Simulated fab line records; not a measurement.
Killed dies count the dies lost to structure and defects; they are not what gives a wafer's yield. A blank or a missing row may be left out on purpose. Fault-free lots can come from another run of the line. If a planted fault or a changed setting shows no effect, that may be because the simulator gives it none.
Which of the tools did it?    flow n5-finfet    30 wafers from 10 lots sampled at 5 of the route's 1938 steps

WHAT EACH GAUGE READ, for each wafer
N5_MOL_CONTACT_COAG_INSPECT_10: inspects for defects (brightfield). Usual: raw-defect-count reads 76 (standard deviation 26).
lot   measured      on                 raw-defect-count  flag
L728  day 4 14:20   defect-inspect-02  43 86 65          
L732  day 5 15:08   defect-inspect-01  85 40 38          
L735  day 6 09:57   defect-inspect-01  30 39 48          
L741  day 8 02:29   defect-inspect-02  72 75 80          
L745  day 8 23:56   defect-inspect-02  95 76 71          
L746  day 9 02:58   defect-inspect-02  38 50 79          
L748  day 9 18:07   defect-inspect-01  89 106 105        
L749  day 10 01:42  defect-inspect-01  94 75 60          
L750  day 10 05:13  defect-inspect-01  146 68 132        
L751  day 10 12:17  defect-inspect-02  77 72 50          

N5_BEOL_M4_RC_MEAS_101. Usual: DIBL_N 37.0 mV/V, standard deviation 2.3; DIBL_P 37.3 mV/V, standard deviation 2.8; IOFF_N 0.17 nA/um, standard deviation 0.046; IOFF_P 0.23 nA/um, standard deviation 0.054; ION_N 675 uA/um, standard deviation 14; ION_P 460 uA/um, standard deviation 9.3; SS_N 71.7 mV/dec, standard deviation 0.73; SS_P 73.6 mV/dec, standard deviation 0.95; VT_N 249 mV, standard deviation 3.9; VT_P -250 mV, standard deviation 3.9.
lot   measured      on         DIBL_N (mV/V)   DIBL_P (mV/V)   IOFF_N (nA/um)  IOFF_P (nA/um)  ION_N (uA/um)  ION_P (uA/um)  SS_N (mV/dec)   SS_P (mV/dec)   VT_N (mV)    VT_P (mV)       flag
L728  day 7 23:18   prober-02  40.3 37.1 43.8  40.9 35.4 44.8  0.23 0.15 0.36  0.31 0.21 0.42  680 676 712    471 464 478    72.2 71.3 73.7  74.8 73.7 76.2  243 251 240  -246 -251 -243  
L732  day 9 01:54   prober-01  36.7 36.7 36.5  38.7 36.8 38.3  0.17 0.16 0.16  0.26 0.21 0.25  681 671 679    475 459 473    70.8 71.5 71.2  74.1 72.5 73.6  248 251 251  -247 -251 -247  
L735  day 9 17:25   prober-01  38.8 38.9 37.1  39.2 40.6 38.9  0.20 0.21 0.19  0.20 0.22 0.21  683 690 679    455 460 456    72.3 72.4 71.8  74.2 74.7 74.2  248 246 247  -256 -253 -255  
L741  day 11 10:53  prober-02  36.1 33.9 37.1  38.2 34.1 38.5  0.19 0.14 0.23  0.28 0.21 0.30  668 673 694    459 458 469    71.0 70.5 71.8  74.4 72.7 74.5  243 251 241  -245 -250 -245  
L745  day 12 22:49  prober-02  37.3            35.0            0.16            0.18            666            448            72.1            73.3            250          -253            
L746  day 12 22:43  prober-01  32.3            33.6            0.11            0.14            657            445            71.2            72.2            256          -257            
L748  day 13 14:05  prober-01  38.3 36.8 37.2  39.4 38.0 38.0  0.20 0.17 0.18  0.24 0.21 0.22  673 671 666    456 455 455    71.8 72.3 71.8  73.6 72.9 73.7  247 250 248  -251 -252 -250  
L749  day 13 20:28  prober-01  37.8 38.4 40.4  36.6 36.6 38.7  0.16 0.16 0.22  0.20 0.21 0.24  677 656 668    459 444 451    71.3 71.8 72.2  73.3 72.9 73.2  250 253 247  -256 -252 -253  
L750  day 14 07:43  prober-02  37.7 40.0 35.8  38.9 40.9 37.0  0.19 0.24 0.15  0.28 0.30 0.23  670 696 677    460 474 471    72.9 73.1 71.6  73.9 74.6 73.2  249 244 250  -247 -245 -248  
L751  day 14 06:08  prober-01  37.3 37.0 33.1  38.5 38.7 34.3  0.16 0.17 0.10  0.18 0.18 0.13  675 675 656    450 449 445    72.0 71.9 70.3  74.2 73.9 72.1  252 251 256  -257 -256 -258  

TOOL THAT RAN EACH LOT (tool first, then ch and the chambers of the sampled wafers, then the start)
lot   N5_MOL_CONTACT_COAG_DESCUM_13       N5_MOL_CONTACT_COAG_SPUTTER_143  N5_MOL_CONTACT_COAG_PRE_CLEAN_142
L728  rie-diel-01 ch 0,3, day 4 14:23     pvd-sputter-03, day 4 18:09      pvd-sputter-03, day 4 20:56
L732  rie-diel-03 ch 0,2,3, day 5 15:23   pvd-sputter-02, day 5 19:37      pvd-sputter-02, day 5 23:24
L735  rie-diel-01 ch 0,3, day 6 09:59     pvd-sputter-01, day 6 12:43      pvd-sputter-01, day 6 18:08
L741  rie-diel-01 ch 0,2, day 8 02:47     pvd-sputter-02, day 8 06:49      pvd-sputter-03, day 8 12:28
L745  rie-diel-03 ch 0,1, day 9 00:02     pvd-sputter-02, day 9 02:44      pvd-sputter-01, day 9 04:31
L746  rie-diel-05 ch 0,3, day 9 03:05     pvd-sputter-01, day 9 04:52      pvd-sputter-01, day 9 07:56
L748  rie-diel-03 ch 0,3, day 9 18:09     pvd-sputter-01, day 9 21:16      pvd-sputter-03, day 10 01:06
L749  rie-diel-05 ch 0,1, day 10 01:44    pvd-sputter-02, day 10 05:16     pvd-sputter-01, day 10 08:29
L750  rie-diel-01 ch 1,2,3, day 10 05:28  pvd-sputter-03, day 10 08:35     pvd-sputter-01, day 10 10:56
L751  rie-diel-05 ch 1,2, day 10 12:20    pvd-sputter-01, day 10 14:34     pvd-sputter-02, day 10 17:53
- N5_MOL_CONTACT_COAG_DESCUM_13: chemistry O2, time 7 s.
- N5_MOL_CONTACT_COAG_SPUTTER_143: material Co, target thk 2.5 nm.
- N5_MOL_CONTACT_COAG_PRE_CLEAN_142: time 60 s.

AS READ BY THE TOOLS THEMSELVES (means over the sampled wafers that have a number; for cases with no such wafer, the mark the record gives instead)
N5_MOL_CONTACT_COAG_DESCUM_13. Usual: for bias-power-w, 20.01 W with a standard deviation of 0.063; for drypump-motor-current-A, 5.6 A with a standard deviation of 0.56; for o2-flow-sccm, 225.0 sccm with a standard deviation of 0.71; for oes-product-au, 0.76 a.u. with a standard deviation of 0.082; for rf-vpp-V, 243.1 V with a standard deviation of 1.5; for showerhead-plenum-p-Torr, 2.09 Torr with a standard deviation of 0.081; for throttle-valve-pct, 20.40 % with a standard deviation of 0.27.
lot   tool         bias-power-w (W)  drypump-motor-current-A (A)  o2-flow-sccm (sccm)  oes-product-au (a.u.)  rf-vpp-V (V)  showerhead-plenum-p-Torr (Torr)  throttle-valve-pct (%)  flag
L728  rie-diel-01  19.97             5.8                          224.9                0.69                   243.5         2.13                             20.60                   
L732  rie-diel-03  20.03             5.4                          224.7                0.73                   241.9         2.01                             20.47                   
L735  rie-diel-01  20.06             5.8                          225.2                0.67                   244.4         2.12                             20.62                   
L741  rie-diel-01  20.08             5.9                          224.6                0.77                   244.7         2.22                             20.50                   
L745  rie-diel-03  20.09             5.3                          225.7                0.87                   244.3         2.16                             20.04                   
L746  rie-diel-05  19.97             4.9                          224.9                0.70                   243.5         2.13                             20.29                   
L748  rie-diel-03  20.04             5.6                          225.6                0.83                   244.7         2.14                             20.26                   
L749  rie-diel-05  19.95             5.3                          225.5                0.69                   242.6         2.07                             20.27                   
L750  rie-diel-01  19.97             5.7                          226.0                0.82                   244.3         2.16                             20.30                   
L751  rie-diel-05  19.96             5.7                          225.5                0.69                   242.2         2.05                             20.69                   

N5_MOL_CONTACT_COAG_SPUTTER_143. Usual: chamber-pressure-pa 0.2000 Pa, standard deviation 0.00036; substrate-temp-c 25.01 C, standard deviation 0.1; throttle-valve-pct 30.0 %, standard deviation 0.86.
lot   tool            chamber-pressure-pa (Pa)  substrate-temp-c (C)  throttle-valve-pct (%)  flag
L728  pvd-sputter-03  0.2002                    24.90                 30.6                    
L732  pvd-sputter-02  0.1999                    25.03                 30.0                    
L735  pvd-sputter-01  0.1999                    25.10                 29.7                    
L741  pvd-sputter-02  0.1998                    25.06                 30.0                    
L745  pvd-sputter-02  -                         -                     -                       OFF
L746  pvd-sputter-01  -                         -                     -                       OFF
L748  pvd-sputter-01  0.2003                    24.99                 29.9                    
L749  pvd-sputter-02  0.1997                    25.04                 30.0                    
L750  pvd-sputter-03  0.2002                    24.90                 30.3                    
L751  pvd-sputter-01  0.2000                    25.02                 29.7                    

N5_MOL_CONTACT_COAG_PRE_CLEAN_142. Usual: heater-power-w reads 511 W (standard deviation 47).
lot   tool            heater-power-w (W)  flag
L728  pvd-sputter-03  483                 
L732  pvd-sputter-02  481                 
L735  pvd-sputter-01  552                 
L741  pvd-sputter-03  474                 
L745  pvd-sputter-01  542                 
L746  pvd-sputter-01  556                 
L748  pvd-sputter-03  508                 
L749  pvd-sputter-01  527                 
L750  pvd-sputter-01  523                 
L751  pvd-sputter-02  526                 

THE ANSWER, worked out from the rows above alone
Rule: take the mean of a lot's wafers that have a number; if it is more than 3 standard deviations from the usual mean, the lot is off. Also off: a lot with no number at a reading for which 4 or more lots have one. Any other lot the step has rows for is counted as sound. After the gauges, taken in route order, come the tools' own readings; for these a lot's mean is taken, as printed above. The first step at which some lot is off is used, and at that step the reading that is off furthest; a lot without a number counts as furthest.
Off, at N5_MOL_CONTACT_COAG_SPUTTER_143 on chamber-pressure-pa: L745, L746. Without a number there: L745, L746.
A tool fits if, at that step or a process step before it, it ran every lot that is off, and no sound lot after the first of them. Of those tried, none fits.

WHAT THE SIMULATOR HAD INSERTED
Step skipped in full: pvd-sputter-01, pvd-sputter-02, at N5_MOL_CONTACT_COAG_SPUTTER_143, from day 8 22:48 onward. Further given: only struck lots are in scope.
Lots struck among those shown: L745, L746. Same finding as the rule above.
